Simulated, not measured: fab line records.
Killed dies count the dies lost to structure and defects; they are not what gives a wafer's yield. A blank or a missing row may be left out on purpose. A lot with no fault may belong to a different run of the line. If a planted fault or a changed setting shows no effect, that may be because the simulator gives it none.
Struck lot and sound lot, side by side ; flow nandHarc ; 15 steps out of a route of 1302
Sound: the wafers L965.3, L965.5, L965.6. The struck wafers were L956.4, L956.5, L956.6. At the end, the cause is stated.
Per side, at each step with rows, come the tool, then ch with its chambers, and then its first start. Under that, the readings that differ: sound wafers ; struck wafers ; difference of the means ; sigmas: that difference in standard deviations of wafers without a fault.
alike: readings whose means differ by less than 2 such deviations, and words and numbers that are the same on both sides. not compared: withheld readings, readings that some wafer has no value for, bounds like >300 that may hide the same value, and numbers for which the record gives no deviation and whose values overlap.
The two part at a step that has a row with sigmas, a row that says differs or no value, or rows on one side only. Numbers that don't overlap but have no deviation are shown without sigmas and don't part them. A reading that every wafer of one side lacks parts them only if that side has two wafers or more.

first, 1 step without rows for these wafers: NHARC_A_CHANNEL_HOLE_D1_ETCH_39 (etches the open film in N2/H2, target depth 260 nm, time 325 s).
NHARC_A_CHANNEL_HOLE_D1_ETCH_34: etches the open film in CF4/CHF3, target depth 154 nm, time 77 s.
  sound: rieDiel-12 ch 2,3; struck: rieDiel-12 ch 0,1,2
  alike: biasW, cf4FlowSccm, drypumpMotorCurrentA, mfcArSccm, oesProductAu, rfVppV, showerheadPlenumPTorr, throttleValvePct
  not compared: rfHoursCounterH
NHARC_A_CHANNEL_HOLE_D1_ETCH_16: etches the open film in O2/COS, target depth 3100 nm, time 806 s.
  sound: rieDiel-12 ch 0,3; struck: rieDiel-12 ch 1,2
  alike: biasW, chamberPressureMTorr, drypumpMotorCurrentA, mfcArSccm, oesProductAu, rfVppV, showerheadPlenumPTorr, throttleValvePct
  not compared: rfHoursCounterH
NHARC_A_CHANNEL_HOLE_D1_CD_MEAS_18:
  sound on cdSem-02, day 16 18:43; struck on cdSem-02, day 13 02:09
  alike: cdNm
then, 2 steps without rows for these wafers: NHARC_A_CHANNEL_HOLE_D1_ETCH_19 (etches the open film in C4F8/O2/Ar, time 34.5 s); NHARC_A_CHANNEL_HOLE_D1_ETCH_20 (etches the open film in C4F8/O2/Ar, time 361.9 s, target depth 1600 nm).
NHARC_A_CHANNEL_HOLE_D1_ETCH_21: etches the open film in C4F8/O2/Ar, time 514.3 s, target depth 1600 nm.
  sound on harEtch-01 ch 0,1, day 16 19:25; struck on harEtch-02 ch 0,1, day 13 02:52
  alike: c4f8FlowSccm, chamberPressureMTorr, drypumpMotorCurrentA, mfcArSccm, showerheadPlenumPTorr, throttleValvePct
  not compared: rfHoursCounterH
NHARC_A_CHANNEL_HOLE_D1_ETCH_22: etches the open film in C4F8/O2/Ar, time 666.7 s, target depth 1600 nm.
  sound on harEtch-01 ch 0,1, day 16 19:55; struck on harEtch-02 ch 0,1, day 13 03:22
  alike: c4f8FlowSccm, chamberPressureMTorr, drypumpMotorCurrentA, mfcArSccm, showerheadPlenumPTorr, throttleValvePct
  not compared: rfHoursCounterH
then, 1 step without rows for these wafers: NHARC_A_CHANNEL_HOLE_D1_ETCH_23 (etches the open film in C4F8/O2/Ar, time 819 s, target depth 1600 nm).
NHARC_A_CHANNEL_HOLE_D1_ETCH_24: etches the open film in C4F8/O2/Ar, time 906.2 s, target depth 1500 nm.
  sound on harEtch-01 ch 0,1, day 16 21:17; struck on harEtch-02 ch 0,1, day 13 04:44
reading;sound;struck;difference;sigmas
chamberPressureMTorr (mTorr);20.017 20.059 20.024;20.006 19.995 19.976;-0.041;-2
  alike: c4f8FlowSccm, drypumpMotorCurrentA, mfcArSccm, showerheadPlenumPTorr, throttleValvePct
  not compared: rfHoursCounterH
then, 2 steps without rows for these wafers: NHARC_A_CHANNEL_HOLE_D1_ETCH_25 (etches the open film in C4F8/O2/Ar, time 1040.2 s, target depth 1500 nm); NHARC_A_CHANNEL_HOLE_D1_ETCH_26 (etches the open film in C4F8/O2/Ar, time 224.1 s, target depth 300 nm).
NHARC_A_CHANNEL_HOLE_D1_ETCH_33: etches the open film in C4F8/O2/Ar, time 90 s, target depth 400 nm.
  sound on harEtch-01 ch 0,1, day 16 22:50; struck on harEtch-02 ch 0,1, day 13 06:17
  no value came back on the struck wafers for any of 6 readings (biasV (V), c4f8FlowSccm (sccm) and others); on the sound wafers biasV (V) reads 395 401 399
  not compared: rfHoursCounterH
then, 1 step without rows for these wafers: NHARC_A_CHANNEL_HOLE_D1_STRIP_41 (strips in N2/H2).
-- the record jumps here: 15 days lie between the struck wafers' starts before and after (it left off in module A_CHANNEL_HOLE_D1 and takes up again in module END, whose first step shown is number 1302 of the route) --
NHARC_END_SORT_01:
  at this point the record logs the struck wafers (prober-02 ch 0, day 28 17:17) and has no rows for the sound ones

== WHERE THEY PART ==
First at NHARC_A_CHANNEL_HOLE_D1_ETCH_24; last, within this record, at NHARC_END_SORT_01.

WHY: what the simulator had put in
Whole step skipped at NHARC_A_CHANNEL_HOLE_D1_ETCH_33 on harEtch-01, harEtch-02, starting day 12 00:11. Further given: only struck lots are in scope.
